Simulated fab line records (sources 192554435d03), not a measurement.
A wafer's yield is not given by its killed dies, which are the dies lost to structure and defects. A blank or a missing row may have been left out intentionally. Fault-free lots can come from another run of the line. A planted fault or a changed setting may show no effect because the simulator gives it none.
fab line records	flow n5Finfet
[record] lots = 6	wafers = 18	lastDay = 18
route steps=1938 shown WELL_APT@28 BEOL_M4@1111
lots untouched by any fault: they come from a run of this same line in which no faults occurred
startH: the number of hours between the record's first day and the start of the first shown wafer of the lot	waitH: how many hours have passed since the lot's step before this one	" as in the row above	L1.1+2: a row that stands for several wafers	- value missing, or start not given	* or withheld: withheld	< > ~ a bound
route shown NAME@n: names a module that has steps shown in the file, with the first one's number in the route	usual: mean/standard deviation taken from wafers without a fault	same: alike in all rows	chamber/n: place in a boat	sites: per-site readings	_std_site: standard deviation across them	_edge_site: the outer-site mean with the inner-site mean subtracted	radiusMm: for every site, how far away it sits from the centre of the wafer	mask NAME#n: copy n	behind: the last tool/chamber to shape the wafer	hold: why the lot went on hold/how many hours it stayed there/how the hold came to an end	device: the n, p or np transistor that did not switch	end of line: tests run on the same wafers once the route is complete	where a step has no rows: the recipe by itself	killed: dies lost to structure and defects at the first sort, not the wafer's yield	map: shows each die of a wafer: x if killed, . if not, _ if none is there
set.NAME: the setting as run; set.NAME@STEP: as run at that earlier step	model.NAME: the simulator's own value behind a step, which no gauge read
lots at some steps of the route; a table a step, a row a wafer
services: from which hour (startH, from the record's first day; less than 0 if before it) a tool's chamber was out of use, for how many hours, and why
[[steps]]
[step N5_WELL_APT_CD_MEAS_08]
[recipe] targetCdNm = 200	landingEnergyEv = 500	detector = seInlens
[usual] cdNm = 199.6/1.8
lot.wafer	tool	chamber	startH	waitH	cdNm
L842.1	cdSem-01	0	37.72	-	199.6
L842.2	"	0	"	"	198.0
L842.4	"	0	"	"	196.7
L846.3	cdSem-03	0	61.69	-	198.9
L846.4	"	0	"	"	202.0
L846.6	"	0	"	"	199.3
L850.2	cdSem-02	0	85.70	-	199.6
L850.3	"	0	"	"	199.1
L850.4	"	0	"	"	199.1
L852.2	cdSem-03	0	97.81	-	200.3
L852.4	"	0	"	"	196.8
L852.6	"	0	"	"	198.6
L858.1	cdSem-03	0	134.67	-	199.7
L858.3	"	0	"	"	200.2
L858.6	"	0	"	"	198.4
L860.1	cdSem-02	0	145.56	-	200.6
L860.4	"	0	"	"	201.2
L860.5	"	0	"	"	203.0
[step N5_WELL_APT_OVL_MEAS_09]
[recipe] pointsPerWafer = 44
[usual] NWELL_OVL = 1/5.9
[same] pointsPerWafer = 44
lot.wafer	tool	chamber	startH	waitH	NWELL_OVL[nm]
L842.1	overlay-02	0	37.75	0.0	1
L842.2	"	0	"	"	-10
L842.4	"	0	"	"	1
L846.3	overlay-01	0	61.72	0.0	5
L846.4	"	0	"	"	-7
L846.6	"	0	"	"	0
L850.2	overlay-02	0	85.73	0.0	7
L850.3	"	0	"	"	0
L850.4	"	0	"	"	-1
L852.2	overlay-01	0	97.84	0.0	3
L852.4	"	0	"	"	-2
L852.6	"	0	"	"	1
L858.1	overlay-02	0	134.71	0.0	-2
L858.3	"	0	"	"	-2
L858.6	"	0	"	"	-4
L860.1	overlay-02	0	145.59	0.0	5
L860.4	"	0	"	"	7
L860.5	"	0	"	"	-1
[step N5_WELL_APT_INSPECT_10]
[recipe] mode = adi	inspectInstrument = macro
[usual] rawDefectCount = 2.2/1.5
lot.wafer	tool	chamber	startH	waitH	rawDefectCount
L842.1	defectInspect-01	-	37.78	0.0	1
L842.2	"	-	"	"	4
L842.4	"	-	"	"	4
L846.3	defectInspect-01	-	61.74	0.0	1
L846.4	"	-	"	"	3
L846.6	"	-	"	"	1
L850.2	defectInspect-01	-	85.75	0.0	4
L850.3	"	-	"	"	6
L850.4	"	-	"	"	0
L852.2	defectInspect-02	-	97.86	0.0	3
L852.4	"	-	"	"	2
L852.6	"	-	"	"	3
L858.1	defectInspect-01	-	134.73	0.0	1
L858.3	"	-	"	"	1
L858.6	"	-	"	"	2
L860.1	defectInspect-02	-	145.61	0.0	2
L860.4	"	-	"	"	1
L860.5	"	-	"	"	2
[step N5_WELL_APT_DESCUM_13]
[recipe] chemistry = O2	timeS = 7.9	sourcePowerW = 50	biasPowerW = 20	pressureMtorr = 20	rfFrequencyHz = 2.712e+07	tempC = 40	o2FlowSccm = 225
[usual] drypumpMotorCurrentA = 5.7/0.52	oesProductAu = 0.75/0.08	rfVppV = 242.7/1.1	showerheadPlenumPTorr = 2.05/0.052	throttleValvePct = 20.46/0.25
lot.wafer	tool	chamber	startH	waitH	drypumpMotorCurrentA	oesProductAu	rfHoursCounterH	rfVppV	showerheadPlenumPTorr	throttleValvePct
L842.1	rieDiel-06	0	37.81	0.0	5.5	0.71	214	241.9	1.99	20.73
L842.2	"	1	"	"	4.9	0.87	66	243.1	2.12	20.11
L842.4	"	2	"	"	5.5	0.95	8	243.3	2.14	20.61
L846.3	rieDiel-06	3	62.58	0.8	5.3	0.69	231	244.3	2.07	20.31
L846.4	"	2	"	"	5.5	0.92	17	243.7	2.14	20.61
L846.6	"	0	"	"	5.5	0.71	-	242.5	1.99	20.71
L850.2	rieDiel-02	0	85.79	0.0	5.5	0.74	160	242.5	2.00	20.48
L850.3	"	3	"	"	6.6	0.70	193	241.0	1.97	20.01
L850.4	"	2	"	"	5.4	0.68	240	242.2	1.98	20.70
L852.2	rieDiel-06	1	98.29	0.4	4.9	0.84	87	242.6	2.12	20.15
L852.4	"	2	"	"	5.5	0.90	28	244.4	2.13	20.65
L852.6	"	1	"	"	4.9	0.83	-	244.5	2.12	20.15
L858.1	rieDiel-02	2	134.77	0.0	5.4	0.68	249	241.5	1.98	20.70
L858.3	"	0	"	"	5.6	0.74	169	242.4	2.00	20.48
L858.6	"	3	"	"	6.5	0.69	-	241.6	1.97	20.01
L860.1	rieDiel-01	2	145.64	0.0	5.1	0.69	243	242.5	2.06	20.41
L860.4	"	3	"	"	6.0	0.97	-	243.1	2.08	20.52
L860.5	"	0	"	"	6.0	0.79	-	242.9	2.09	20.26
[step N5_WELL_APT_IMPLANT_14]
[recipe] species = P	energyKev = 160	doseCm2 = 1.5e+13	tiltDeg = 0	rotationDeg = 0
[step N5_WELL_APT_IMPLANT_15]
[recipe] species = As	energyKev = 25	doseCm2 = 1.5e+13	tiltDeg = 0	rotationDeg = 0
[step N5_WELL_APT_STRIP_16]
[recipe] chemistry = SPM	timeS = 900	tempC = 130	h2so4H2o2VolRatio = 4	dry = ipaMarangoni
[step N5_WELL_APT_HMDS_18]
[recipe] timeS = 60	tempC = 120
[step N5_WELL_APT_COAT_19]
[recipe] spinRpm = 1357	resistThkNm = 950
[step N5_WELL_APT_EBR_21]
[recipe] solvent = PGMEA	ebrWidthMm = 1.5
[step N5_WELL_APT_SOFTBAKE_20]
[recipe] tempC = 130	timeS = 60
[step N5_WELL_APT_EXPOSE_22]
[recipe] maskId = PWELL	na = 0.8	sourceShape = conventional	sigmaOuter = 0.8	polarization = unpolarized	defocusNm = 0	targetCdNm = 200	doseMj = 23.2
[step N5_WELL_APT_PEB_23]
[recipe] pebTempC = 130	pebTimeS = 90
[usual] heaterPowerTotalW = 172.4/0.84	plateTempC = 130.00/0.13
lot.wafer	tool	chamber	startH	waitH	heaterPowerTotalW	plateTempC
L842.1	lithoTrack-02	0	38.74	0.1	172.4	130.14
L842.2	"	0	"	"	171.4	130.03
L842.4	"	0	"	"	171.0	130.02
L846.3	lithoTrack-03	0	63.59	0.0	172.8	130.17
L846.4	"	0	"	"	172.5	130.00
L846.6	"	0	"	"	171.4	130.05
L850.2	lithoTrack-03	0	86.87	0.0	174.5	131.28
L850.3	"	0	"	"	174.3	131.34
L850.4	"	0	"	"	174.5	131.28
L852.2	lithoTrack-03	0	99.34	0.0	173.6	131.12
L852.4	"	0	"	"	175.5	131.32
L852.6	"	0	"	"	175.4	131.32
L858.1	lithoTrack-02	0	135.95	0.1	172.2	130.01
L858.3	"	0	"	"	173.7	130.06
L858.6	"	0	"	"	173.3	129.78
L860.1	lithoTrack-05	0	146.56	0.1	172.2	130.03
L860.4	"	0	"	"	171.5	129.92
L860.5	"	0	"	"	172.0	129.92
[step N5_WELL_APT_DEVELOP_24]
[recipe] developTimeS = 45	rinseLiquid = surfactantRinse	dry = airSpin	devTempC = 21
[step N5_WELL_APT_HARDBAKE_29]
[recipe] tempC = 130	timeS = 120
[step N5_WELL_APT_CD_MEAS_25]
[recipe] targetCdNm = 200	landingEnergyEv = 500	detector = seInlens
[usual] cdNm = 200.2/1.9
lot.wafer	tool	chamber	startH	waitH	cdNm
L842.1	cdSem-01	0	38.86	-	199.0
L842.2	"	0	"	"	199.9
L842.4	"	0	"	"	200.9
L846.3	cdSem-01	0	63.71	-	199.4
L846.4	"	0	"	"	200.3
L846.6	"	0	"	"	200.1
L850.2	cdSem-01	0	86.98	-	205.5
L850.3	"	0	"	"	206.5
L850.4	"	0	"	"	205.8
L852.2	cdSem-02	0	99.45	-	202.8
L852.4	"	0	"	"	201.9
L852.6	"	0	"	"	204.8
L858.1	cdSem-02	0	136.06	-	198.5
L858.3	"	0	"	"	201.0
L858.6	"	0	"	"	196.2
L860.1	cdSem-03	0	146.68	-	200.0
L860.4	"	0	"	"	203.4
L860.5	"	0	"	"	202.3
[step N5_WELL_APT_OVL_MEAS_26]
[recipe] pointsPerWafer = 44
[usual] PWELL_OVL = -2/4.5
[same] pointsPerWafer = 44
lot.wafer	tool	chamber	startH	waitH	PWELL_OVL[nm]
L842.1	overlay-01	0	38.89	0.0	-1
L842.2	"	0	"	"	-7
L842.4	"	0	"	"	2
L846.3	overlay-02	0	63.73	0.0	-1
L846.4	"	0	"	"	-5
L846.6	"	0	"	"	-5
L850.2	overlay-02	0	87.01	0.0	-6
L850.3	"	0	"	"	-8
L850.4	"	0	"	"	-8
L852.2	overlay-01	0	99.48	0.0	-2
L852.4	"	0	"	"	-5
L852.6	"	0	"	"	2
L858.1	overlay-02	0	136.09	0.0	-4
L858.3	"	0	"	"	-1
L858.6	"	0	"	"	7
L860.1	overlay-01	0	146.71	0.0	-3
L860.4	"	0	"	"	-4
L860.5	"	0	"	"	5
[step N5_WELL_APT_INSPECT_27]
[recipe] mode = adi	inspectInstrument = macro
[usual] rawDefectCount = 2.1/1.4
lot.wafer	tool	chamber	startH	waitH	rawDefectCount
L842.1	defectInspect-01	-	38.91	0.0	2
L842.2	"	-	"	"	3
L842.4	"	-	"	"	3
L846.3	defectInspect-01	-	63.76	0.0	0
L846.4	"	-	"	"	3
L846.6	"	-	"	"	2
L850.2	defectInspect-02	-	87.04	0.0	2
L850.3	"	-	"	"	1
L850.4	"	-	"	"	2
L852.2	defectInspect-01	-	99.51	0.0	1
L852.4	"	-	"	"	6
L852.6	"	-	"	"	3
L858.1	defectInspect-01	-	136.12	0.0	3
L858.3	"	-	"	"	2
L858.6	"	-	"	"	1
L860.1	defectInspect-02	-	146.73	0.0	2
L860.4	"	-	"	"	2
L860.5	"	-	"	"	4
[step N5_WELL_APT_DESCUM_30]
[recipe] chemistry = O2	timeS = 7.9	sourcePowerW = 50	biasPowerW = 20	pressureMtorr = 20	rfFrequencyHz = 2.712e+07	tempC = 40	o2FlowSccm = 225
[usual] drypumpMotorCurrentA = 5.6/0.52	oesProductAu = 0.76/0.084	rfVppV = 242.6/1.3	showerheadPlenumPTorr = 2.05/0.055	throttleValvePct = 20.45/0.25
lot.wafer	tool	chamber	startH	waitH	drypumpMotorCurrentA	oesProductAu	rfHoursCounterH	rfVppV	showerheadPlenumPTorr	throttleValvePct	model.WELL_APT.cdNm
L842.1	rieDiel-06	0	38.95	0.0	5.5	0.71	214	239.8	1.99	20.73	198.6
L842.2	"	2	"	"	5.5	0.94	8	241.1	2.14	20.60	199.6
L842.4	"	1	"	"	4.9	0.87	66	244.0	2.12	20.12	201.1
L846.3	rieDiel-02	3	63.79	0.0	6.6	0.71	187	241.7	1.97	19.99	199.8
L846.4	"	1	"	"	5.4	0.70	203	240.4	1.98	20.40	200.2
L846.6	"	1	"	"	5.4	0.70	-	240.9	1.98	20.40	200.1
L850.2	rieDiel-02	3	87.46	0.4	6.5	0.70	194	242.7	1.97	20.01	205.7
L850.3	"	1	"	"	5.4	0.69	210	241.7	1.98	20.41	206.4
L850.4	"	0	"	"	5.6	0.74	161	240.5	2.00	20.46	206
L852.2	rieDiel-06	1	100.38	0.9	4.9	0.83	88	243.6	2.12	20.15	202.8
L852.4	"	3	"	"	5.3	0.68	242	242.6	2.07	20.33	201.8
L852.6	"	1	"	"	4.9	0.83	-	242.0	2.12	20.15	205
L858.1	rieDiel-06	3	136.15	0.0	5.3	1.00	1	243.3	2.07	20.03	198.3
L858.3	"	1	"	"	4.9	0.82	107	243.5	2.11	20.17	201.1
L858.6	"	3	"	"	5.3	1.00	-	241.5	2.07	20.04	196
L860.1	rieDiel-01	3	146.83	0.1	6.1	0.97	3	244.4	2.08	20.49	199.9
L860.4	"	0	"	"	6.0	0.78	-	243.3	2.09	20.24	203.2
L860.5	"	2	"	"	5.1	0.69	-	241.4	2.06	20.43	202.8
[step N5_WELL_APT_IMPLANT_31]
[recipe] species = B	energyKev = 60	doseCm2 = 1.5e+13	tiltDeg = 0	rotationDeg = 0
[step N5_BEOL_M4_RC_MEAS_101]
[usual] DIBL_N = 36.2/1.6	DIBL_P = 36.1/2	IOFF_N = 0.16/0.032	IOFF_P = 0.22/0.036	ION_N = 672/11	ION_P = 463/7.5	SS_N = 71.4/0.58	SS_P = 73.2/0.67	VT_N = 250/3.3	VT_P = -250/3.3
lot.wafer	tool	chamber	startH	waitH	DIBL_N[mV/V]	DIBL_P[mV/V]	IOFF_N[nA/um]	IOFF_P[nA/um]	ION_N[uA/um]	ION_P[uA/um]	SS_N[mV/dec]	SS_P[mV/dec]	VT_N[mV]	VT_P[mV]
L842.1	prober-01	0	197.43	0.0	36.9	34.6	0.15	0.19	671	463	71.6	72.6	247	-249
L842.2	"	0	"	"	37.2	33.6	0.15	0.19	659	451	71.4	72.3	248	-252
L842.4	"	0	"	"	35.8	33.3	0.13	0.19	661	459	70.7	72.9	250	-249
L846.3	prober-01	0	220.55	0.3	37.9	38.0	0.22	0.28	685	473	71.5	74.1	246	-244
L846.4	"	0	"	"	35.3	35.0	0.17	0.23	680	467	70.9	72.8	246	-246
L846.6	"	0	"	"	35.2	34.9	0.15	0.22	666	466	70.9	72.9	249	-247
L850.2	prober-02	0	247.13	0.2	34.8	35.3	0.16	0.23	689	477	70.9	72.6	246	-245
L850.3	"	0	"	"	37.3	37.4	0.20	0.27	690	472	71.5	74.3	248	-245
L850.4	"	0	"	"	38.0	37.1	0.20	0.25	686	471	71.9	73.0	246	-246
L852.2	prober-01	0	278.87	0.2	35.7	36.7	0.15	0.19	663	456	71.6	73.6	251	-251
L852.4	"	0	"	"	35.7	36.7	0.16	0.18	675	458	72.0	73.6	247	-253
L852.6	"	0	"	"	33.9	34.9	0.13	0.16	666	456	70.8	72.7	251	-254
L858.1	prober-02	0	305.07	0.0	39.0	37.3	0.18	0.24	677	469	70.9	73.5	249	-248
L858.3	"	0	"	"	35.9	33.6	0.13	0.19	650	451	70.3	72.7	251	-251
L858.6	"	0	"	"	38.1	35.7	0.16	0.22	671	464	70.6	72.6	248	-248
L860.1	prober-02	0	322.86	0.0	35.0	35.9	0.14	0.18	678	465	70.4	72.6	252	-251
L860.4	"	0	"	"	35.1	36.2	0.13	0.18	679	464	71.2	72.8	251	-252
L860.5	"	0	"	"	36.3	37.7	0.16	0.21	677	467	71.5	72.8	250	-253
[[services]]
tool	chamber	startH	hours	kind
lithoTrack-03	-	52.19	-	consumableReplace:filter
rieDiel-02	-	96.68	28.1	pm
rieDiel-01	-	105.62	2.8	pm
rieDiel-06	3	116.09	-	clean
rieDiel-06	3	116.09	-	consumableReplace:focusRing
rieDiel-06	3	116.09	18.1	scheduledDown
rieDiel-06	3	116.09	18.1	ventCycle
rieDiel-01	3	118.77	-	clean
rieDiel-01	3	118.77	-	consumableReplace:focusRing
rieDiel-01	3	118.77	22.9	scheduledDown
rieDiel-01	3	118.77	22.9	ventCycle
rieDiel-02	3	126.12	3.5	repair
rieDiel-02	2	139.13	-	clean
rieDiel-02	2	139.13	-	consumableReplace:focusRing
rieDiel-02	2	139.13	-	consumableReplace:showerhead
rieDiel-02	2	139.13	19.0	scheduledDown
rieDiel-02	2	139.13	19.0	ventCycle
rieDiel-01	1	141.67	-	clean
rieDiel-06	0	141.86	-	clean
rieDiel-06	0	141.86	-	consumableReplace:focusRing
rieDiel-06	0	141.86	-	consumableReplace:showerhead
rieDiel-06	0	141.86	17.7	scheduledDown
rieDiel-06	0	141.86	17.7	ventCycle
rieDiel-02	3	143.67	19.0	repair
[[key]]
[firstSign] step = N5_WELL_APT_PEB_23	reading = plateTempC	direction = up	sigmas = 9.5	usual = *	struck = *
[effect] step = N5_WELL_APT_PEB_23	reading = heaterPowerTotalW	direction = up	sigmas = 2.7	usual = *	struck = *
[effect] step = N5_WELL_APT_CD_MEAS_25	reading = cdNm	direction = up	sigmas = 2.2	usual = 200.2	struck = 204.5	through = controlLoop
[modelEffect] step = N5_WELL_APT_DESCUM_30	value = WELL_APT.cdNm	without = 198.6	struck = 204.6
metAt N5_WELL_APT_PEB_23
struckWafers L850.2,L850.3,L850.4,L852.2,L852.4,L852.6
[loopTrim] step = N5_WELL_APT_EXPOSE_22	setting = dose	lots = L852
onsetBetween 63.59 86.87
[fault] kind = processParameterDrift	tool = lithoTrack-03	chamber = -	onsetH = 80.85	steps = N5_WELL_APT_PEB_23	channel = pebTempC	offset = *	shape = step	endH = 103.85	actsIn = *	stated = *
// loopTrim: a control loop set the setting to another value than it would have without faults
